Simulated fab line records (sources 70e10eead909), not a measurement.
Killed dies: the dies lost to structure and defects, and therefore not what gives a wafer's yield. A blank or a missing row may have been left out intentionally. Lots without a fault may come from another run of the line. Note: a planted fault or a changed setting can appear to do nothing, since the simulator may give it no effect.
Chamber matching ; flow nand_harc ; NHARC_A_BONDPAD_ETCH_34 on rie_diel-12 has 4 sister chambers
The step etches the open film in N2/H2, target depth 60 nm, overetch 18 nm, time 65.91 s. 20 wafers are shown with their chamber, then 9 later ones without.

## EACH WAFER AND ITS CHAMBER
wafer;chamber;showerhead_plenum_p_Torr (Torr);rf_vpp_V (V);throttle_valve_pct (%)
L932.1;0;2.17;434.7;14.175
L932.4;1;2.05;430.7;14.156
L932.6;0;2.17;435.0;14.190
L935.3;2;2.04;430.7;14.159
L935.6;3;2.04;431.9;14.171
L933.4;3;2.04;431.2;14.178
L933.5;2;2.04;431.2;14.179
L933.6;3;2.04;430.6;14.175
L946.1;2;2.04;432.4;14.168
L946.4;0;2.17;433.8;14.171
L946.5;0;2.17;433.4;14.174
L948.1;2;2.04;431.5;14.177
L948.4;3;2.04;431.7;14.161
L948.6;1;2.04;429.4;14.157
L947.2;3;2.04;431.0;14.165
L947.4;0;2.17;435.4;14.169
L947.5;3;2.04;430.1;14.184
L949.1;1;2.04;431.1;14.178
L949.3;3;2.04;431.2;14.169
L949.6;3;2.04;431.3;14.171

SIGNATURES (means of the wafers above)
reading;chamber 0;chamber 1;chamber 2;chamber 3;scatter within a chamber
showerhead_plenum_p_Torr;2.1700;2.0433;2.0400;2.0400;0.00204
rf_vpp_V;434.460;430.400;431.450;431.125;0.717
throttle_valve_pct;14.17580;14.16367;14.17075;14.17175;0.00868
Rule: a wafer's distance from a chamber is the root of the sum, over the readings, of the square of ((its reading less the chamber's mean) divided by the reading's scatter). The wafer belongs to the nearest chamber; if the next one is less than 2 further off, it can't be placed. The scatter: the root of (the sum of the squares of (reading less its chamber's mean) over the shown wafers, divided by (wafers less chambers)).

## WAFERS MISSING THEIR CHAMBER
wafer;showerhead_plenum_p_Torr (Torr);rf_vpp_V (V);throttle_valve_pct (%)
L950.1;2.04;429.6;14.183
L950.4;2.04;431.2;14.174
L950.6;2.04;430.8;14.176
L953.2;2.04;430.2;14.172
L953.3;2.04;431.1;14.178
L953.5;2.04;431.0;14.168
L954.1;2.04;431.4;14.163
L954.2;2.17;434.3;14.190
L954.4;2.04;433.0;14.176

## THE CHAMBER EACH PASSED THROUGH
wafer;from the rows above;in truth
L950.1;can't be placed: 3 or 2 or 1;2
L950.4;can't be placed: 3 or 2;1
L950.6;can't be placed: 3 or 2 or 1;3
L953.2;can't be placed: 3 or 2 or 1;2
L953.3;can't be placed: 3 or 2 or 1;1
L953.5;can't be placed: 3 or 2 or 1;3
L954.1;can't be placed: 2 or 3 or 1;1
L954.2;0;0
L954.4;can't be placed: 2 or 3 or 1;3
Placed correctly: 1 of 9. Cannot be placed on the basis of these rows: 8; the candidates contain the true chamber in 7. Wrongly placed: 0.
